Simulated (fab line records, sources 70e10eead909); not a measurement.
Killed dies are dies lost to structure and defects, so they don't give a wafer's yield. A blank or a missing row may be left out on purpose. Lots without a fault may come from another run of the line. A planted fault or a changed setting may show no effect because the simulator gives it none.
Chamber matching | flow nand_harc | NHARC_A_CONTACT_ETCH_92 on rie_diel-08: 4 sister chambers
The step etches the open film in CH3F/O2, target depth 40 nm, time 85.7 s. 8 wafers are shown with their chamber, then 6 later ones without.

WAFERS WITH THEIR CHAMBER
wafer  | chamber | showerhead_plenum_p_Torr (Torr) | drypump_motor_current_A (A)
L947.1 | 0       | 2.47                            | 6.07
L947.6 | 1       | 2.46                            | 6.05
L949.4 | 3       | 2.30                            | 5.63
L956.3 | 2       | 2.50                            | 6.34
L956.6 | 3       | 2.30                            | 5.61
L955.4 | 2       | 2.49                            | 6.37
L966.3 | 1       | 2.45                            | 6.05
L966.4 | 0       | 2.46                            | 6.02

WAFERS WITHOUT THEIR CHAMBER
wafer  | showerhead_plenum_p_Torr (Torr) | drypump_motor_current_A (A)
L966.5 | 2.49                            | 6.32
L964.2 | 2.29                            | 5.62
L964.4 | 2.49                            | 6.33
L964.6 | 2.29                            | 5.62
L969.5 | 2.49                            | 6.34
L969.6 | 2.45                            | 6.07

WHICH CHAMBER EACH WENT THROUGH
wafer  | from the rows above     | in truth
L966.5 | 2                       | 2
L964.2 | 3                       | 3
L964.4 | 2                       | 2
L964.6 | 3                       | 3
L969.5 | 2                       | 2
L969.6 | can't be placed: 1 or 0 | 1
Placed correctly: 5 of 6. Can't be placed from these rows: 1 (the true chamber is among the candidates in 1). Placed wrongly: 0.
How it was worked out, from the rows above alone: a wafer's distance from a chamber is the root of the sum, over the readings, of the square of ((its reading less the chamber's mean) divided by the reading's scatter). The wafer belongs to the nearest chamber; if the next one is less than 2 further off, it can't be placed. A chamber's mean is the mean of its shown wafers. The scatter: the root of (the sum of the squares of (reading less its chamber's mean) over the shown wafers, divided by (wafers less chambers)).
